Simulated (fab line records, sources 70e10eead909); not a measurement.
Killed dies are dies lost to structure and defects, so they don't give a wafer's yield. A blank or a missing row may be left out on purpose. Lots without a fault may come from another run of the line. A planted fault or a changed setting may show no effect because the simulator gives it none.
Chamber matching | flow nand_harc | NHARC_P_M2_STRIP_18 on rie_diel-11: 4 sister chambers
The step strips in N2/H2. 4 wafers are shown with their chamber, then 10 later ones without.

WAFERS WITH THEIR CHAMBER
wafer  | chamber | showerhead_plenum_p_Torr (Torr)
L085.4 | 1       | 2.00
L085.5 | 0       | 2.03
L086.2 | 3       | 2.21
L086.5 | 2       | 2.17

WAFERS WITHOUT THEIR CHAMBER
wafer  | showerhead_plenum_p_Torr (Torr)
L086.6 | 2.21
L089.3 | 2.00
L089.4 | 2.21
L089.5 | 2.21
L093.2 | 2.00
L093.3 | 2.20
L093.4 | 2.03
L096.1 | 2.00
L096.4 | 2.20
L096.5 | 2.17

WHICH CHAMBER EACH WENT THROUGH
wafer  | from the rows above | in truth
L086.6 | 3                   | 3
L089.3 | 1                   | 1
L089.4 | 3                   | 3
L089.5 | 3                   | 3
L093.2 | 1                   | 1
L093.3 | 3                   | 3
L093.4 | 0                   | 0
L096.1 | 1                   | 1
L096.4 | 3                   | 3
L096.5 | 2                   | 2
Placed correctly: 10 of 10. Can't be placed from these rows: 0. Placed wrongly: 0.
How it was worked out, from the rows above alone: a wafer's distance from a chamber is the root of the sum, over the readings, of the square of ((its reading less the chamber's mean) divided by the reading's scatter). The wafer belongs to the nearest chamber; if the next one is less than 2 further off, it can't be placed. A chamber's mean is the mean of its shown wafers. The scatter: with one shown wafer a chamber, the root of the mean of the squares of how far each hidden wafer lies from its nearest shown one.
